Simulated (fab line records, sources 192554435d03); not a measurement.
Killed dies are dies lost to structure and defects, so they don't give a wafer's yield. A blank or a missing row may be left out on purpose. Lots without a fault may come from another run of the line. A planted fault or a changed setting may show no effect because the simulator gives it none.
Which tool did it? | flow n5_finfet | 19 lots, 57 wafers sampled, at 5 steps of a route of 1938

WHAT THE GAUGES READ, wafer by wafer
N5_BEOL_M11_OVL_MEAS_29.
lot  | measured     | on         | V10_OVL (nm)
L074 | day 11 22:08 | overlay-01 | -1.2 -1.3 -0.8
L076 | day 12 05:26 | overlay-02 | 0.4 0.0 0.0
L075 | day 12 06:22 | overlay-02 | 0.4 0.4 0.5
L077 | day 12 11:43 | overlay-02 | -0.4 -1.1 -0.9
L078 | day 12 21:56 | overlay-02 | 0.9 0.4 0.8
L079 | day 13 10:50 | overlay-02 | -1.0 0.2 -0.9
L081 | day 13 11:49 | overlay-02 | 1.0 0.0 0.7
L083 | day 13 21:51 | overlay-02 | 1.1 0.1 0.6
L084 | day 14 04:02 | overlay-02 | -0.7 0.6 0.0
L087 | day 14 12:49 | overlay-01 | -0.5 0.3 0.4
L086 | day 15 05:13 | overlay-01 | -1.2 -0.3 0.7
L088 | day 15 12:00 | overlay-02 | -0.5 -0.3 0.5
L091 | day 15 11:48 | overlay-02 | -0.7 -1.0 -0.3
L092 | day 15 16:02 | overlay-01 | -0.7 -1.0 -0.1
L090 | day 16 04:46 | overlay-01 | 0.7 0.3 -0.4
L093 | day 16 23:41 | overlay-02 | -0.6 0.1 0.9
L094 | day 17 09:41 | overlay-01 | -0.1 -0.9 -0.7
L097 | day 18 02:03 | overlay-01 | 0.2 -0.2 -0.1
L096 | day 18 04:40 | overlay-02 | -0.2 -0.3 0.2

WHICH TOOL RAN EACH LOT (tool, then ch and the chambers of the sampled wafers, then the start)
lot  | N5_BEOL_M10_ETCH_62                | N5_BEOL_M10_TRENCH_ETCH_37                    | N5_BEOL_M10_STRIP_77                          | N5_BEOL_M11_ETCH_62
L074 | rie_diel-02 ch 1,2,3, day 11 13:11 | rie_diel-06 ch 1,2,3, day 11 21:22 or earlier | rie_diel-06 ch 1,2,3, day 11 21:22 or earlier | rie_diel-03 ch 2,3, day 11 21:22
L076 | rie_diel-02 ch 2,3, day 11 18:38   | rie_diel-05 ch 0,1,3, day 12 04:13 or earlier | rie_diel-05 ch 0,1,3, day 12 04:13 or earlier | rie_diel-04 ch 0,2, day 12 04:13
L075 | rie_diel-05 ch 1,2,3, day 11 18:52 | rie_diel-02 ch 2,3, day 12 05:04 or earlier   | rie_diel-02 ch 2,3, day 12 05:04 or earlier   | rie_diel-04 ch 0,1,3, day 12 05:04
L077 | rie_diel-05 ch 1,2, day 12 01:32   | rie_diel-02 ch 1,2, day 12 08:24 or earlier   | rie_diel-02 ch 1,2, day 12 08:24 or earlier   | rie_diel-03 ch 0,1,2, day 12 08:24
L078 | rie_diel-02 ch 0,2, day 12 08:09   | rie_diel-02 ch 0,3, day 12 19:50 or earlier   | rie_diel-02 ch 0,3, day 12 19:50 or earlier   | rie_diel-03 ch 1,2,3, day 12 19:50
L079 | rie_diel-05 ch 1,3, day 12 23:40   | rie_diel-02 ch 0,3, day 13 08:11 or earlier   | rie_diel-02 ch 0,3, day 13 08:11 or earlier   | rie_diel-03 ch 1,2,3, day 13 08:11
L081 | rie_diel-05 ch 0,1,3, day 13 04:09 | rie_diel-06 ch 2,3, day 13 10:58 or earlier   | rie_diel-06 ch 2,3, day 13 10:58 or earlier   | rie_diel-04 ch 2,3, day 13 10:58
L083 | rie_diel-06 ch 0,2,3, day 13 12:38 | rie_diel-06 ch 0,1,2, day 13 20:57 or earlier | rie_diel-06 ch 0,1,2, day 13 20:57 or earlier | rie_diel-01 ch 0,1,3, day 13 20:57
L084 | rie_diel-05 ch 0,3, day 13 16:38   | rie_diel-06 ch 0,3, day 14 02:07 or earlier   | rie_diel-06 ch 0,3, day 14 02:07 or earlier   | rie_diel-03 ch 0,1,2, day 14 02:07
L087 | rie_diel-02 ch 2,3, day 14 03:50   | rie_diel-02 ch 0,3, day 14 11:56 or earlier   | rie_diel-02 ch 0,3, day 14 11:56 or earlier   | rie_diel-01 ch 0,1,3, day 14 11:56
L086 | rie_diel-05 ch 0,1, day 14 17:53   | rie_diel-05 ch 1,3, day 15 03:15 or earlier   | rie_diel-05 ch 1,3, day 15 03:15 or earlier   | rie_diel-03 ch 1,2,3, day 15 03:15
L088 | rie_diel-02 ch 0,3, day 15 03:06   | rie_diel-06 ch 1,3, day 15 10:53 or earlier   | rie_diel-06 ch 1,3, day 15 10:53 or earlier   | rie_diel-04 ch 0,2,3, day 15 10:53
L091 | rie_diel-02 ch 0,1,3, day 15 03:21 | rie_diel-05 ch 0,2, day 15 10:37 or earlier   | rie_diel-05 ch 0,2, day 15 10:37 or earlier   | rie_diel-04 ch 1,2,3, day 15 10:37
L092 | rie_diel-05 ch 0,1,3, day 15 07:14 | rie_diel-02 ch 0,1,3, day 15 13:41 or earlier | rie_diel-02 ch 0,1,3, day 15 13:41 or earlier | rie_diel-01 ch 0,1,3, day 15 13:41
L090 | rie_diel-05 ch 1,3, day 15 17:49   | rie_diel-06 ch 0,1,3, day 16 01:14 or earlier | rie_diel-06 ch 0,1,3, day 16 01:14 or earlier | rie_diel-01 ch 1,2,3, day 16 01:14
L093 | rie_diel-02 ch 1,2,3, day 16 14:02 | rie_diel-06 ch 0,2, day 16 22:50 or earlier   | rie_diel-06 ch 0,2, day 16 22:50 or earlier   | rie_diel-01 ch 1,3, day 16 22:50
L094 | rie_diel-05 ch 0,2,3, day 16 23:14 | rie_diel-06 ch 0,3, day 17 07:36 or earlier   | rie_diel-06 ch 0,3, day 17 07:36 or earlier   | rie_diel-01 ch 0,2, day 17 07:36
L097 | rie_diel-02 ch 1,2, day 17 15:29   | rie_diel-05 ch 1,2,3, day 18 01:17 or earlier | rie_diel-05 ch 1,2,3, day 18 01:17 or earlier | rie_diel-01 ch 0,2,3, day 18 01:17
L096 | rie_diel-06 ch 0,1, day 17 19:29   | rie_diel-05 ch 1,2,3, day 18 03:56 or earlier | rie_diel-05 ch 1,2,3, day 18 03:56 or earlier | rie_diel-03 ch 0,1,3, day 18 03:56
- N5_BEOL_M10_ETCH_62: etches SOC in N2/H2, target depth 110 nm, overetch 22 nm, time 165 s.
- N5_BEOL_M10_TRENCH_ETCH_37: etches SiCOH lowk in C4F6/O2, target depth 148.83 nm, time 48 s.
- N5_BEOL_M10_STRIP_77: strips in N2/H2, time 10 s.
- N5_BEOL_M11_ETCH_62: etches SOC in N2/H2, target depth 110 nm, overetch 22 nm, time 165 s.

WHAT THE TOOLS THEMSELVES READ (means of the sampled wafers that have a number; where no wafer has one, the mark that the record gives instead)
N5_BEOL_M10_ETCH_62.
lot  | tool        | drypump_motor_current_A (A) | h2_flow_sccm (sccm) | oes_product_au (a.u.) | rf_vpp_V (V) | showerhead_plenum_p_Torr (Torr) | throttle_valve_pct (%)
L074 | rie_diel-02 | 5.7                         | 200.0               | 0.67                  | 525.1        | 2.58                            | 17.73
L076 | rie_diel-02 | 6.2                         | 199.8               | 0.72                  | 527.5        | 2.64                            | 17.59
L075 | rie_diel-05 | 5.4                         | 199.9               | 0.63                  | 523.7        | 2.54                            | 17.94
L077 | rie_diel-05 | 5.5                         | 199.6               | 0.58                  | 523.5        | 2.51                            | 17.96
L078 | rie_diel-02 | 5.6                         | 199.9               | 0.72                  | 524.7        | 2.57                            | 17.76
L079 | rie_diel-05 | 5.3                         | 199.9               | 0.67                  | 523.8        | 2.57                            | 17.95
L081 | rie_diel-05 | 5.6                         | 200.3               | 0.63                  | 524.5        | 2.54                            | 18.02
L083 | rie_diel-06 | 6.0                         | 199.8               | 0.63                  | 523.4        | 2.51                            | 17.87
L084 | rie_diel-05 | 5.9                         | 200.2               | 0.62                  | 524.6        | 2.53                            | 18.00
L087 | rie_diel-02 | 6.0                         | 200.0               | 0.68                  | 525.7        | 2.59                            | 17.74
L086 | rie_diel-05 | 6.0                         | 200.1               | 0.58                  | 522.7        | 2.50                            | 18.11
L088 | rie_diel-02 | 6.0                         | 199.7               | 0.71                  | 527.3        | 2.63                            | 17.59
L091 | rie_diel-02 | 5.5                         | 200.2               | 0.74                  | 525.8        | 2.57                            | 17.58
L092 | rie_diel-05 | 5.7                         | 200.1               | 0.61                  | 523.8        | 2.53                            | 18.05
L090 | rie_diel-05 | 5.4                         | 199.8               | 0.64                  | 523.7        | 2.56                            | 17.99
L093 | rie_diel-02 | 5.7                         | 199.5               | 0.70                  | 525.5        | 2.56                            | 17.66
L094 | rie_diel-05 | 5.7                         | 200.0               | 0.66                  | 523.8        | 2.52                            | 17.86
L097 | rie_diel-02 | 5.3                         | 200.2               | 0.71                  | 522.3        | 2.49                            | 17.66
L096 | rie_diel-06 | 5.7                         | 199.7               | 0.66                  | 524.2        | 2.57                            | 17.87

N5_BEOL_M10_TRENCH_ETCH_37.
lot  | tool        | drypump_motor_current_A (A) | mfc_ar_sccm (sccm) | oes_o_777_au (a.u.) | oes_product_au (a.u.) | rf_vpp_V (V) | showerhead_plenum_p_Torr (Torr) | throttle_valve_pct (%)
L074 | rie_diel-06 | 5.9                         | 299.9              | 0.74                | 0.74                  | 665          | 2.84                            | 20.92
L076 | rie_diel-05 | 5.7                         | 299.4              | 0.76                | 0.75                  | 658          | 2.83                            | 20.99
L075 | rie_diel-02 | 6.0                         | 299.9              | 0.83                | 0.83                  | 654          | 2.91                            | 20.80
L077 | rie_diel-02 | 5.5                         | 299.0              | 0.76                | 0.76                  | 652          | 2.85                            | 20.94
L078 | rie_diel-02 | 6.0                         | 299.8              | 0.89                | 0.89                  | 663          | 2.95                            | 20.76
L079 | rie_diel-02 | 5.9                         | 299.9              | 0.88                | 0.87                  | 664          | 2.95                            | 20.76
L081 | rie_diel-06 | 6.0                         | 299.9              | 0.70                | 0.69                  | 660          | 2.81                            | 21.02
L083 | rie_diel-06 | 5.9                         | 300.2              | 0.75                | 0.77                  | 673          | 2.85                            | 20.90
L084 | rie_diel-06 | 5.8                         | 299.7              | 0.75                | 0.74                  | 656          | 2.82                            | 20.96
L087 | rie_diel-02 | 5.6                         | 299.6              | 0.89                | 0.87                  | 658          | 2.92                            | 20.81
L086 | rie_diel-05 | 5.4                         | 298.2              | 0.78                | 0.77                  | 652          | 2.84                            | 20.89
L088 | rie_diel-06 | 5.8                         | 299.5              | 0.74                | 0.71                  | 651          | 2.83                            | 20.95
L091 | rie_diel-05 | 5.7                         | 298.8              | 0.82                | 0.83                  | 668          | 2.81                            | 20.85
L092 | rie_diel-02 | 5.5                         | 299.7              | 0.87                | 0.87                  | 660          | 2.88                            | 20.80
L090 | rie_diel-06 | 5.8                         | 300.5              | 0.76                | 0.75                  | 659          | 2.84                            | 20.90
L093 | rie_diel-06 | 6.1                         | 300.7              | 0.88                | 0.94                  | 682          | 2.82                            | 20.81
L094 | rie_diel-06 | 5.8                         | 299.2              | 0.73                | 0.71                  | 656          | 2.81                            | 21.02
L097 | rie_diel-05 | 5.4                         | 300.4              | 0.78                | 0.77                  | 658          | 2.81                            | 20.88
L096 | rie_diel-05 | 5.4                         | 300.2              | 0.78                | 0.78                  | 657          | 2.81                            | 20.89

N5_BEOL_M10_STRIP_77.
lot  | tool        | drypump_motor_current_A (A) | h2_flow_sccm (sccm) | oes_product_au (a.u.) | rf_vpp_V (V) | showerhead_plenum_p_Torr (Torr) | throttle_valve_pct (%)
L074 | rie_diel-06 | 6.0                         | 200.3               | 0.74                  | 59.5         | 2.53                            | 23.53
L076 | rie_diel-05 | 5.6                         | 200.0               | 0.76                  | 59.5         | 2.54                            | 23.86
L075 | rie_diel-02 | 6.0                         | 199.5               | 0.84                  | 59.6         | 2.60                            | 23.44
L077 | rie_diel-02 | 5.5                         | 199.7               | 0.76                  | 59.7         | 2.53                            | 23.66
L078 | rie_diel-02 | 6.0                         | 199.4               | 0.89                  | 59.3         | 2.64                            | 23.19
L079 | rie_diel-02 | 6.0                         | 200.0               | 0.88                  | 59.6         | 2.64                            | 23.20
L081 | rie_diel-06 | 6.0                         | 199.8               | 0.69                  | 58.8         | 2.49                            | 23.52
L083 | rie_diel-06 | 5.9                         | 200.1               | 0.78                  | 58.6         | 2.55                            | 23.69
L084 | rie_diel-06 | 5.8                         | 199.8               | 0.73                  | 59.0         | 2.51                            | 23.63
L087 | rie_diel-02 | 5.6                         | 199.1               | 0.87                  | 59.7         | 2.61                            | 23.38
L086 | rie_diel-05 | 5.4                         | 200.2               | 0.77                  | 59.2         | 2.55                            | 23.92
L088 | rie_diel-06 | 5.8                         | 200.2               | 0.72                  | 59.9         | 2.52                            | 23.54
L091 | rie_diel-05 | 5.7                         | 199.6               | 0.82                  | 58.5         | 2.50                            | 23.46
L092 | rie_diel-02 | 5.5                         | 200.5               | 0.87                  | 59.5         | 2.57                            | 23.31
L090 | rie_diel-06 | 5.8                         | 200.7               | 0.75                  | 59.0         | 2.54                            | 23.71
L093 | rie_diel-06 | 6.1                         | 199.6               | 0.95                  | 59.5         | 2.51                            | 23.57
L094 | rie_diel-06 | 5.8                         | 199.9               | 0.71                  | 59.0         | 2.50                            | 23.66
L097 | rie_diel-05 | 5.4                         | 200.2               | 0.78                  | 58.8         | 2.52                            | 23.73
L096 | rie_diel-05 | 5.4                         | 200.5               | 0.78                  | 59.7         | 2.52                            | 23.73

N5_BEOL_M11_ETCH_62.
lot  | tool        | drypump_motor_current_A (A) | h2_flow_sccm (sccm) | oes_product_au (a.u.) | rf_vpp_V (V) | showerhead_plenum_p_Torr (Torr) | throttle_valve_pct (%)
L074 | rie_diel-03 | 5.3                         | 200.0               | 0.65                  | 524.8        | 2.58                            | 18.0
L076 | rie_diel-04 | 5.7                         | 200.2               | 0.64                  | 524.4        | 2.58                            | 17.7
L075 | rie_diel-04 | 6.0                         | 199.6               | 0.61                  | 523.6        | 2.54                            | 18.1
L077 | rie_diel-03 | 5.3                         | 200.5               | 0.61                  | 524.8        | 2.60                            | 18.2
L078 | rie_diel-03 | 5.7                         | 199.6               | 0.64                  | 525.1        | 2.57                            | 18.0
L079 | rie_diel-03 | 5.7                         | 200.6               | 0.64                  | 524.4        | 2.57                            | 18.0
L081 | rie_diel-04 | 5.5                         | 199.8               | 0.70                  | 522.4        | 2.51                            | 17.8
L083 | rie_diel-01 | 6.2                         | 199.9               | 0.64                  | 523.2        | 2.52                            | 17.8
L084 | rie_diel-03 | 5.3                         | 200.3               | 0.61                  | 525.3        | 2.60                            | 18.2
L087 | rie_diel-01 | 6.2                         | 200.0               | 0.63                  | 522.5        | 2.52                            | 17.8
L086 | rie_diel-03 | 5.7                         | 200.1               | 0.63                  | 524.5        | 2.57                            | 18.0
L088 | rie_diel-04 | 5.7                         | 199.6               | 0.71                  | 524.2        | 2.54                            | 17.7
L091 | rie_diel-04 | 5.8                         | 199.8               | 0.65                  | 521.7        | 2.48                            | 18.1
L092 | rie_diel-01 | 6.2                         | 199.6               | 0.63                  | 523.1        | 2.52                            | 17.8
L090 | rie_diel-01 | 6.1                         | 200.3               | 0.60                  | 524.6        | 2.55                            | 18.1
L093 | rie_diel-01 | 6.2                         | 200.6               | 0.57                  | 522.1        | 2.48                            | 18.1
L094 | rie_diel-01 | 6.0                         | 199.9               | 0.67                  | 523.9        | 2.53                            | 17.6
L097 | rie_diel-01 | 6.0                         | 200.4               | 0.63                  | 524.3        | 2.57                            | 17.8
L096 | rie_diel-03 | 5.8                         | 199.8               | 0.68                  | 523.8        | 2.53                            | 17.9

THE ANSWER, worked out from the rows above alone
Rule: what is usual is taken from the lots themselves. Put in order of their means at a reading, lots are off if they are a third of the lots or fewer, leave a main group of 4 or more, and stand apart from it by a gap of 3 or more times the standard deviation of the main group's means; of several such gaps the widest counts. A main group whose means are all the same, to the digits that the tables above print for the reading, isn't used. A lot without any number at a reading at which 4 lots or more have one is off too. The other lots that the step has rows for count as sound. The gauges are gone through in route order, then the tools' own readings, and for those a lot's mean is taken as printed above. The first step at which some lot is off is used, and at that step the reading that is off furthest; a lot without a number counts as furthest.
No lot is off at any reading shown: from this, nothing can be told.

WHAT THE SIMULATOR HAD PUT IN
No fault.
